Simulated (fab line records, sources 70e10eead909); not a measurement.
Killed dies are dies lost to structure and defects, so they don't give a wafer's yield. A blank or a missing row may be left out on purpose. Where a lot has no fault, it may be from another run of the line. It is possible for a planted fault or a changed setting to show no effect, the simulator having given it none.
Chamber matching ; flow nand harc ; 4 sister chambers for NHARC_P_M2_ETCH_35 on rie diel-12
The step etches the open film in N2/H2, target depth 40 nm, overetch 12 nm, time 43.94 s. 14 wafers are shown with their chamber, then 7 later ones without.

## WAFERS WITH THEIR CHAMBER
wafer;chamber;drypump motor current A (A);rf vpp V (V);throttle valve pct (%)
L543.4;3;6.4;434;14.172
L543.5;0;6.5;426;14.184
L543.6;1;6.7;433;14.187
L551.1;2;5.1;434;14.181
L551.2;3;6.4;434;14.175
L551.6;1;6.6;432;14.164
L554.2;3;6.4;436;14.169
L554.4;2;5.1;435;14.154
L554.5;2;5.2;435;14.159
L556.1;3;6.4;437;14.161
L556.3;1;6.6;433;14.172
L556.5;2;5.2;435;14.169
L558.1;3;6.4;435;14.176
L558.3;0;6.5;427;14.187

SIGNATURES (averages over the wafers above)
reading;chamber 0;chamber 1;chamber 2;chamber 3;scatter within a chamber
drypump motor current A;6.500;6.633;5.150;6.400;0.0408
rf vpp V;426.50;432.67;434.75;435.20;0.934
throttle valve pct;14.18550;14.17433;14.16575;14.17060;0.00921
Rule: for each reading, subtract the chamber's mean from the wafer's reading, divide by that reading's scatter and square the result; add these up over the readings and take the root, which gives the wafer's distance from the chamber. The wafer belongs to the nearest chamber; if the next one is less than 2 further off, it can't be placed. The scatter is the square root of a quotient: the sum, over the shown wafers, of each reading's squared deviation from its chamber's mean, divided by wafers minus chambers.

## WAFERS MISSING THEIR CHAMBER
wafer;drypump motor current A (A);rf vpp V (V);throttle valve pct (%)
L558.4;6.3;435;14.178
L559.2;6.4;436;14.173
L559.4;5.2;434;14.158
L559.6;5.2;436;14.162
L562.1;5.2;434;14.173
L562.2;6.6;433;14.189
L562.3;6.5;425;14.165

## THE CHAMBER EACH PASSED THROUGH
wafer;from the rows above;in truth
L558.4;3;3
L559.2;3;3
L559.4;2;2
L559.6;2;2
L562.1;2;2
L562.2;1;1
L562.3;0;0
7 of 7 placed correctly. Left unplaced by these rows: 0. Wrongly placed: 0.
